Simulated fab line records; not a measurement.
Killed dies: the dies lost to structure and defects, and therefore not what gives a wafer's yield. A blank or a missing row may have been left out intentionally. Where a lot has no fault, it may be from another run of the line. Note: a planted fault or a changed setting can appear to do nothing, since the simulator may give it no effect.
A lot that was struck, set against a sound lot || flow n5-finfet || 36 steps out of a route of 1938
Sound: wafers L732.2, L732.3, L732.6. Struck: wafers L727.1, L727.3, L727.4. The cause is given at the end.
For every step that has rows: the tool of each side, followed by ch and its chambers, followed by its first start. Under that, the readings that differ: sound wafers || struck wafers || difference of the means || sigmas: that difference in standard deviations of wafers without a fault.
alike: a reading whose means differ by less than 2 such deviations, as well as words and numbers matching on both sides. not compared: withheld readings; readings where some wafer has no value; bounds like >300 that might hide an equal value; numbers whose values overlap and for which the record gives no deviation.
Wherever a step has rows on one side only, a row that says differs or no value, or a row with sigmas, the two part there. Numbers that don't overlap but have no deviation are shown without sigmas and don't part them. A reading that every wafer of one side lacks parts them only if that side has two wafers or more.

first, 11 steps without rows for these wafers: N5_FIN_CUT_PRECLEAN_35 (cleans in vHF, time 13.3 s); N5_FIN_CUT_CUT_ETCH_15 (etches Si in HBr/Cl2/O2, target depth 100 nm, bt time 10 s, time 42.4 s); N5_FIN_CUT_CUT_ETCH_28 (etches Si in HBr/Cl2/O2, target depth 6 nm, time 2.4 s); N5_FIN_CUT_STRIP_22 (strips in N2/H2); N5_FIN_CUT_PRECLEAN_36 (cleans in O3/DIW, time 60 s); N5_FIN_CUT_SRD_32 (time 30 s); N5_FIN_CUT_UV_OZONE_34 (time 120 s); N5_STI_FIN_REVEAL_ALD_00 (deposits SiO2, target thk 1 nm, pulse time 1 s); N5_STI_FIN_REVEAL_ALD_14 (deposits Si3N4, target thk 3 nm); N5_STI_FIN_REVEAL_FCVD_FILL_01 (material SiO2 flowable, target thk 312 nm, time 512.2 s); N5_STI_FIN_REVEAL_DENSIFY_02 (time 1800 s).
N5_STI_FIN_REVEAL_CMP_04: polishes, stops on Si3N4, t overpolish 4 s, target thk 131.83 nm.
  sound on cmp-01 ch 0,1,3, day 7 03:42; struck on cmp-03 ch 0,1,3, day 5 22:50
  no value came back on the struck wafers for any of 5 readings (edge-zone-pressure-frac, head-pressure-psi (psi) and others); on the sound wafers edge-zone-pressure-frac reads 1.010 0.995 0.999
{"reading": "model.SiO2_flowable_of_STI_FIN_REVEAL_FCVD_FILL_01.thk-nm (nm)", "sound": "132.8 132.8 132", "struck": "309.6 309.8 303.4", "difference": "+175.1", "sigmas": ""}
N5_STI_FIN_REVEAL_THK_MEAS_05:
  sound: film-metro-01 at day 7 03:58; struck: film-metro-02 at day 5 23:05
{"reading": "thk-nm (nm)", "sound": "133.6 133.0 134.4", "struck": "310.0 309.6 303.5", "difference": "+174.0", "sigmas": "+99 or more"}
then, 1 step without rows for these wafers: N5_STI_FIN_REVEAL_DENSIFY_30.
N5_STI_FIN_REVEAL_ETCHBACK_08: etches SiO2 in C4F6/O2, target depth 30.5 nm, time 10.167 s.
  sound on rie-diel-05 ch 0,3, day 7 04:16; struck on rie-diel-03 ch 0,1,2, day 5 23:19
{"reading": "oes-product-au (a.u.)", "sound": "0.72 0.71 0.71", "struck": "1.28 1.11 1.09", "difference": "+0.45", "sigmas": "+6"}
{"reading": "throttle-valve-pct (%)", "sound": "21.45 21.04 21.03", "struck": "21.64 21.59 21.62", "difference": "+0.44", "sigmas": "+3"}
  alike: C4F6_flow_sccm, bias-w, drypump-motor-current-A, rf-fwd-power-W, rf-vpp-V, showerhead-plenum-p-Torr
  not compared: rf-hours-counter-h
then, 18 steps without rows for these wafers: N5_STI_FIN_REVEAL_STRIP_24 (strips in N2/H2, time 90 s); N5_STI_FIN_REVEAL_PRECLEAN_25 (cleans in SPM, time 90 s); N5_STI_FIN_REVEAL_PRECLEAN_26 (cleans in SC1, time 45 s); N5_STI_FIN_REVEAL_PRECLEAN_29 (cleans in DHF, time 30 s); N5_STI_FIN_REVEAL_SRD_12 (time 30 s); N5_STI_FIN_REVEAL_RECESS_09 (chemistry HF/NH3, target SiO2, afs cycles 11, target depth 42.5 nm, sublimation time 60 s); N5_STI_FIN_REVEAL_STRIP_16 (strips SiNx in H3PO4, target depth 23.8 nm); N5_STI_FIN_REVEAL_PRECLEAN_17 (cleans in NF3:NH3, afs cycles 1, time 20 s, sublimation time 60 s); N5_STI_FIN_REVEAL_ETCH_34 (etches Si in H2, material Si, target depth 0.97 nm); N5_STI_FIN_REVEAL_OXIDATION_31 (chemistry O2 PLASMA REMOTE, time 20 s); N5_STI_FIN_REVEAL_PRECLEAN_32 (cleans in NF3:NH3, afs cycles 1, time 20 s, sublimation time 60 s); N5_STI_FIN_REVEAL_STRIP_35 (strips Si3N4 in H3PO4, target depth 4 nm, time 39 s); N5_STI_FIN_REVEAL_SRD_21 (time 30 s); N5_STI_FIN_REVEAL_OXIDATION_33 (chemistry O2 PLASMA REMOTE, time 20 s); N5_STI_FIN_REVEAL_CLEAN_19 (cleans in O3/DIW, time 120 s); N5_STI_FIN_REVEAL_SRD_23 (time 30 s); N5_STI_FIN_REVEAL_PRECLEAN_18 (cleans in SC2, time 45 s); N5_STI_FIN_REVEAL_SRD_28 (time 30 s).
N5_STI_FIN_REVEAL_INSPECT_13: inspects for defects (darkfield).
  sound: defect-inspect-02 at day 7 07:20; struck: defect-inspect-01 at day 6 02:22
{"reading": "raw-defect-count", "sound": "13 10 12", "struck": "114 97 91", "difference": "+89", "sigmas": "+17"}
N5_BEOL_M4_RC_MEAS_101:
  the record has rows for the sound wafers here (prober-01 ch 0, day 13 02:49) and none for the struck ones
-- a jump in the record: the struck wafers' starts before and after are 11 days apart (it breaks off in module BEOL_M4 and resumes in module PASSIVATION, where the first step shown is number 1936 of the route) --
N5_PASSIVATION_PROBE_49:
  sound: prober-02 at day 17 15:41; struck: prober-02 at day 16 20:36
{"reading": "defect-limited-yield (%)", "sound": "92.0 93.2 93.3", "struck": "0 0 0", "difference": -93, "sigmas": -71}
{"reading": "killed-at-front-end", "sound": "40 27 29", "struck": "1136 1125 1096", "difference": "+1087", "sigmas": "+99"}
{"reading": "killed-dies", "sound": "94 80 79", "struck": "1180 1180 1180", "difference": "+1096", "sigmas": "+73"}
{"reading": "killed-on-rim", "sound": "8 8 13", "struck": "152 152 152", "difference": "+142", "sigmas": "+36"}
{"reading": "sort_bin_5_function (%)", "sound": "4.7 4.4 3.8", "struck": "97.3 97.5 96.6", "difference": "+92.8", "sigmas": "+99 or more"}
{"reading": "sort-n-pass", "sound": "1086 1100 1101", "struck": "0 0 0", "difference": -1096, "sigmas": -73}
{"reading": "sort-yield-pct (%)", "sound": "92.0 93.2 93.3", "struck": "0 0 0", "difference": -93, "sigmas": -71}
  alike: killed_at_M0_to_M3, killed_at_M4_up, killed-at-contacts, killed-at-other, killed-open, killed-short, sort_bin_6_memory, sort_bin_8_speed

## WHERE THEY PART
Earliest at N5_STI_FIN_REVEAL_CMP_04; latest, in this record, at N5_PASSIVATION_PROBE_49.

WHY: whatever the simulator had introduced
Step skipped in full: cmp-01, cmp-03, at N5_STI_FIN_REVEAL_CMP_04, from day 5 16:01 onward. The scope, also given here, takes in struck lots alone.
